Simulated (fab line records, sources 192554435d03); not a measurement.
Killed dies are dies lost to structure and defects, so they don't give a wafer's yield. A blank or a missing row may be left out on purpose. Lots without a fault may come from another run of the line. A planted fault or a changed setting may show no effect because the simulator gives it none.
Which tool did it? | flow n5_finfet | 9 lots, 27 wafers sampled, at 5 steps of a route of 1938

WHAT THE GAUGES READ, wafer by wafer
N5_BEOL_M2_CD_MEAS_18: pitch 36 nm, target cd 18 nm. Usual: cd_nm 18.1 nm, standard deviation 0.31.
lot  | measured     | on        | cd_nm (nm)     | flag
L893 | day 7 06:57  | cd_sem-02 | 18.2 17.7 17.2 |
L895 | day 8 15:04  | cd_sem-01 | 17.7 18.0 18.2 |
L902 | day 9 18:14  | cd_sem-02 | 18.2 17.9 17.7 |
L904 | day 10 02:23 | cd_sem-03 | 18.4 18.1 18.3 |
L906 | day 10 22:53 | cd_sem-02 | 18.2 17.7 18.1 |
L908 | day 11 02:21 | cd_sem-01 | 17.9 18.1 18.1 |
L910 | day 12 00:07 | cd_sem-03 | 18.4 18.7 18.3 |
L913 | day 12 12:03 | cd_sem-03 | 18.1 17.8 18.1 |
L912 | day 12 15:51 | cd_sem-01 | 18.5 18.1 18.3 |

N5_BEOL_M4_RC_MEAS_101. Usual: DIBL_N 36.0 mV/V, standard deviation 1.9; DIBL_P 36.0 mV/V, standard deviation 2.1; IOFF_N 0.155 nA/um, standard deviation 0.029; IOFF_P 0.20 nA/um, standard deviation 0.032; ION_N 672 uA/um, standard deviation 11; ION_P 461 uA/um, standard deviation 6.9; SS_N 71.5 mV/dec, standard deviation 0.58; SS_P 73.2 mV/dec, standard deviation 0.64; VT_N 250.4 mV, standard deviation 2.9; VT_P -251.0 mV, standard deviation 2.8.
lot  | measured     | on        | DIBL_N (mV/V)  | DIBL_P (mV/V)  | IOFF_N (nA/um)    | IOFF_P (nA/um) | ION_N (uA/um) | ION_P (uA/um) | SS_N (mV/dec)  | SS_P (mV/dec)  | VT_N (mV)         | VT_P (mV)            | flag
L893 | day 8 19:07  | prober-02 | 38.1 39.6 39.5 | 39.4 40.4 39.7 | 0.192 0.218 0.213 | 0.26 0.27 0.27 | 696 682 705   | 475 466 478   | 71.6 72.0 71.0 | 74.1 73.4 73.7 | 247.3 244.8 247.4 | -244.9 -248.1 -247.3 |
L895 | day 9 22:37  | prober-02 | 40.6 39.2 41.7 | 39.6 39.2 41.4 | 0.218 0.194 0.236 | 0.27 0.25 0.30 | 676 686 678   | 465 466 467   | 72.8 72.2 72.6 | 74.5 74.2 74.4 | 248.8 246.9 246.5 | -248.0 -246.9 -246.9 |
L902 | day 11 09:58 | prober-01 | 34.1 38.1 35.3 | 33.6 39.0 34.9 | 0.122 0.217 0.142 | 0.16 0.26 0.18 | 657 684 673   | 462 466 459   | 71.4 72.7 71.2 | 72.6 74.0 73.4 | 252.1 243.7 248.6 | -255.5 -250.7 -252.9 |
L904 | day 11 16:44 | prober-01 | 35.7 33.4 33.0 | 35.4 32.3 32.2 | 0.163 0.118 0.117 | 0.23 0.18 0.18 | 669 667 662   | 469 465 467   | 70.7 70.2 70.9 | 73.5 73.1 72.9 | 247.3 252.6 249.7 | -248.7 -250.8 -249.4 |
L906 | day 12 15:49 | prober-02 | 36.1 38.4 40.0 | 36.5 39.7 41.4 | 0.134 0.181 0.216 | 0.18 0.22 0.26 | 661 688 681   | 454 462 465   | 71.1 71.6 72.0 | 72.7 74.1 75.0 | 256.5 251.6 251.1 | -253.1 -251.1 -249.7 |
L908 | day 12 19:56 | prober-02 | 36.7 37.2 38.1 | 37.7 38.2 40.4 | 0.173 0.186 0.202 | 0.23 0.24 0.28 | 684 669 688   | 470 460 475   | 71.7 71.4 72.0 | 73.8 74.2 74.6 | 248.6 245.9 245.9 | -248.9 -247.8 -245.5 |
L910 | day 13 15:59 | prober-02 | 38.0 36.2 38.5 | 36.8 35.3 37.9 | 0.169 0.148 0.187 | 0.22 0.20 0.23 | 676 673 679   | 469 462 460   | 72.0 70.9 71.9 | 73.9 73.6 74.0 | 249.1 250.4 246.4 | -247.3 -249.4 -247.4 |
L913 | day 13 23:31 | prober-01 | 37.5 35.8 38.0 | 36.0 34.7 36.4 | 0.179 0.147 0.173 | 0.23 0.20 0.24 | 672 678 657   | 465 460 450   | 71.6 71.1 71.5 | 73.9 72.9 73.8 | 248.6 251.6 248.6 | -246.8 -250.3 -252.1 |
L912 | day 14 01:47 | prober-01 | 34.4 33.3 32.8 | 35.1 33.1 33.0 | 0.149 0.118 0.119 | 0.19 0.15 0.16 | 682 661 674   | 466 450 462   | 71.6 71.0 70.4 | 73.0 72.6 72.9 | 252.9 255.5 251.2 | -249.1 -255.7 -253.9 |

WHICH TOOL RAN EACH LOT (tool, then ch and the chambers of the sampled wafers, then the start)
lot  | N5_BEOL_M2_ETCH_64                 | N5_BEOL_M2_ETCH_69                 | N5_BEOL_M2_ALD_98
L893 | rie_diel-02 ch 2,3, day 7 06:36    | rie_diel-03 ch 0,2,3, day 7 07:34  | ald_sin-03 ch 0,3, day 7 07:39
L895 | rie_diel-06 ch 2,3, day 8 14:43    | rie_diel-06 ch 1,3, day 8 15:42    | ald_sin-02 ch 0,2, day 8 15:59
L902 | rie_diel-02 ch 0,1,2, day 9 17:53  | rie_diel-02 ch 0,1,3, day 9 18:52  | ald_sin-02 ch 0,1,3, day 9 19:08
L904 | rie_diel-06 ch 1,2,3, day 10 02:02 | rie_diel-02 ch 0,1,3, day 10 02:53 | ald_sin-02 ch 0,2,3, day 10 03:03
L906 | rie_diel-03 ch 0,1,2, day 10 22:32 | rie_diel-02 ch 0,1,3, day 10 23:23 | ald_sin-04 ch 0,3, day 10 23:58
L908 | rie_diel-06 ch 0,1,2, day 11 02:00 | rie_diel-06 ch 0,2,3, day 11 02:58 | ald_sin-04 ch 0,2,3, day 11 03:10
L910 | rie_diel-03 ch 0,1, day 11 23:45   | rie_diel-02 ch 1,2, day 12 00:39   | ald_sin-04 ch 2,3, day 12 00:52
L913 | rie_diel-06 ch 1,2, day 12 11:42   | rie_diel-06 ch 0,1, day 12 12:40   | ald_sin-03 ch 1,3, day 12 13:12
L912 | rie_diel-02 ch 0,1,3, day 12 15:29 | rie_diel-06 ch 0,2,3, day 12 16:28 | ald_sin-03 ch 0,1,3, day 12 16:34
- N5_BEOL_M2_ETCH_64: etches SOC in N2/H2, target depth 75 nm, overetch 22.5 nm, time 121.9 s.
- N5_BEOL_M2_ETCH_69: etches SiARC in CF4, target depth 15.6 nm, time 26 s.
- N5_BEOL_M2_ALD_98: deposits SiO2, target thk 2.5 nm, pulse time 1 s, co reactant pulse time 1 s.

WHAT THE TOOLS THEMSELVES READ (means of the sampled wafers that have a number; where no wafer has one, the mark that the record gives instead)
N5_BEOL_M2_ETCH_64. Usual: drypump_motor_current_A 5.6 A, standard deviation 0.47; oes_product_au 0.62 a.u., standard deviation 0.045; rf_vpp_V 524.0 V, standard deviation 2.2; showerhead_plenum_p_Torr 2.55 Torr, standard deviation 0.076; temp_c 39.99 C, standard deviation 0.11; throttle_valve_pct 17.72 %, standard deviation 0.27.
lot  | tool        | drypump_motor_current_A (A) | oes_product_au (a.u.) | rf_vpp_V (V) | showerhead_plenum_p_Torr (Torr) | temp_c (C) | throttle_valve_pct (%) | flag
L893 | rie_diel-02 | 5.2                         | 0.66                  | 524.2        | 2.55                            | 40.01      | 17.96                  |
L895 | rie_diel-06 | 6.2                         | 0.61                  | 523.8        | 2.54                            | 39.84      | 17.92                  |
L902 | rie_diel-02 | 5.2                         | 0.62                  | 522.2        | 2.50                            | 40.06      | 18.01                  |
L904 | rie_diel-06 | 5.7                         | 0.59                  | 522.9        | 2.48                            | 40.02      | 17.86                  |
L906 | rie_diel-03 | 5.7                         | 0.64                  | 525.8        | 2.61                            | 39.99      | 17.37                  |
L908 | rie_diel-06 | 5.5                         | 0.61                  | 521.0        | 2.44                            | 40.04      | 17.78                  |
L910 | rie_diel-03 | 5.7                         | 0.62                  | 526.4        | 2.64                            | 39.85      | 17.37                  |
L913 | rie_diel-06 | 5.1                         | 0.57                  | 521.4        | 2.42                            | 39.94      | 17.83                  |
L912 | rie_diel-02 | 5.3                         | 0.58                  | 523.3        | 2.54                            | 39.93      | 17.94                  |

N5_BEOL_M2_ETCH_69. Usual: cf4_flow_sccm 100.05 sccm, standard deviation 0.28; drypump_motor_current_A 5.6 A, standard deviation 0.5; etch_rf_on_time_s 26.3 s, standard deviation 0.64; oes_product_au 0.69 a.u., standard deviation 0.048; rf_vpp_V 184.0 V, standard deviation 1.1; showerhead_plenum_p_Torr 2.14 Torr, standard deviation 0.058; throttle_valve_pct 15.53 %, standard deviation 0.24.
lot  | tool        | cf4_flow_sccm (sccm) | drypump_motor_current_A (A) | etch_rf_on_time_s (s) | oes_product_au (a.u.) | rf_vpp_V (V) | showerhead_plenum_p_Torr (Torr) | throttle_valve_pct (%) | flag
L893 | rie_diel-03 | 99.84                | 5.7                         | 25.6                  | 0.71                  | 185.2        | 2.19                            | 15.20                  |
L895 | rie_diel-06 | 99.73                | 5.4                         | 26.1                  | 0.65                  | 183.6        | 2.09                            | 15.72                  |
L902 | rie_diel-02 | 100.17               | 5.3                         | 27.0                  | 0.65                  | 184.1        | 2.15                            | 15.73                  |
L904 | rie_diel-02 | 99.84                | 5.3                         | 27.3                  | 0.65                  | 184.4        | 2.15                            | 15.75                  |
L906 | rie_diel-02 | 100.20               | 5.3                         | 27.0                  | 0.64                  | 183.5        | 2.15                            | 15.75                  |
L908 | rie_diel-06 | 100.22               | 6.1                         | 26.7                  | 0.68                  | 183.9        | 2.11                            | 15.70                  |
L910 | rie_diel-02 | 100.01               | 5.1                         | 26.5                  | 0.71                  | 183.3        | 2.09                            | 15.68                  |
L913 | rie_diel-06 | 100.38               | 5.7                         | 26.2                  | 0.67                  | 183.1        | 2.07                            | 15.74                  |
L912 | rie_diel-06 | 99.87                | 6.1                         | 26.4                  | 0.67                  | 183.6        | 2.11                            | 15.72                  |

N5_BEOL_M2_ALD_98. Usual: heater_power_w 81 W, standard deviation 9; precursor_pulse_height_rel 1.000, standard deviation 0.019.
lot  | tool       | heater_power_w (W) | precursor_pulse_height_rel | flag
L893 | ald_sin-03 | 87                 | 0.978                      |
L895 | ald_sin-02 | 87                 | 1.006                      |
L902 | ald_sin-02 | 87                 | 0.991                      |
L904 | ald_sin-02 | 89                 | 0.986                      |
L906 | ald_sin-04 | 83                 | 0.997                      |
L908 | ald_sin-04 | 78                 | 1.025                      |
L910 | ald_sin-04 | 79                 | 1.015                      |
L913 | ald_sin-03 | 68                 | 0.999                      |
L912 | ald_sin-03 | 77                 | 1.001                      |

THE ANSWER, worked out from the rows above alone
Rule: a lot is off if the mean of its wafers that have a number lies more than 3 standard deviations from the usual mean. A lot without any number at a reading at which 4 lots or more have one is off too. The other lots that the step has rows for count as sound. The gauges are gone through in route order, then the tools' own readings, and for those a lot's mean is taken as printed above. The first step at which some lot is off is used, and at that step the reading that is off furthest; a lot without a number counts as furthest.
No lot is off at any reading shown: from this, nothing can be told.

WHAT THE SIMULATOR HAD PUT IN
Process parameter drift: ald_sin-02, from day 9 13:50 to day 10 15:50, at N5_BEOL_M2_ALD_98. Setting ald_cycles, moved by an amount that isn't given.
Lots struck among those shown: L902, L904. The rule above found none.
